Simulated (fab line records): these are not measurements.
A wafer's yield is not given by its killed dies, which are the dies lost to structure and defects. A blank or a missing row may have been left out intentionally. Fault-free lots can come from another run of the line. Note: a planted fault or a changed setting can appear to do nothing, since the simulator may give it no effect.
Chamber matching || flow nand harc || pecvd-01 running NHARC_A_M0_PRE_CLEAN_31: 3 sister chambers
The step time 12 s. 6 wafers are shown with their chamber, then 8 later ones without.

WAFERS PAIRED WITH THEIR CHAMBERS
{"wafer": "L078.5", "chamber": 1, "heater power w (W)": 732, "susceptor temp C (C)": 370.19}
{"wafer": "L080.4", "chamber": 1, "heater power w (W)": 735, "susceptor temp C (C)": 370.17}
{"wafer": "L092.6", "chamber": 2, "heater power w (W)": 583, "susceptor temp C (C)": 369.98}
{"wafer": "L093.5", "chamber": 0, "heater power w (W)": 783, "susceptor temp C (C)": 369.68}
{"wafer": "L093.6", "chamber": 2, "heater power w (W)": 593, "susceptor temp C (C)": 370.00}
{"wafer": "L094.2", "chamber": 0, "heater power w (W)": 818, "susceptor temp C (C)": 370.18}

WAFERS MISSING THEIR CHAMBER
{"wafer": "L094.4", "heater power w (W)": 540, "susceptor temp C (C)": 370.14}
{"wafer": "L094.6", "heater power w (W)": 542, "susceptor temp C (C)": 370.22}
{"wafer": "L096.2", "heater power w (W)": 529, "susceptor temp C (C)": 370.02}
{"wafer": "L096.3", "heater power w (W)": 525, "susceptor temp C (C)": 370.18}
{"wafer": "L096.5", "heater power w (W)": 519, "susceptor temp C (C)": 370.23}
{"wafer": "L097.2", "heater power w (W)": 574, "susceptor temp C (C)": 369.87}
{"wafer": "L097.3", "heater power w (W)": 568, "susceptor temp C (C)": 369.97}
{"wafer": "L097.5", "heater power w (W)": 751, "susceptor temp C (C)": 369.87}

THE CHAMBER EACH PASSED THROUGH
{"wafer": "L094.4", "from the rows above": 2, "in truth": 2}
{"wafer": "L094.6", "from the rows above": 2, "in truth": 2}
{"wafer": "L096.2", "from the rows above": 2, "in truth": 2}
{"wafer": "L096.3", "from the rows above": 2, "in truth": 2}
{"wafer": "L096.5", "from the rows above": 2, "in truth": 2}
{"wafer": "L097.2", "from the rows above": 2, "in truth": 2}
{"wafer": "L097.3", "from the rows above": 2, "in truth": 2}
{"wafer": "L097.5", "from the rows above": "can't be placed: 1 or 0", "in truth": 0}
Correctly placed: 7 of 8. Unplaceable from these rows: 1, with the true chamber sitting among the candidates in 1. 0 placed wrongly.
How it was worked out, from the rows above alone: a wafer's distance from a chamber is the root of the sum, over the readings, of the square of ((its reading less the chamber's mean) divided by the reading's scatter). If the next closest chamber is less than 2 further off than the closest, the wafer can't be placed; otherwise it belongs to the closest. Each chamber's mean is taken over the wafers shown for it. The scatter is the square root of a quotient: the sum, over the shown wafers, of each reading's squared deviation from its chamber's mean, divided by wafers minus chambers.
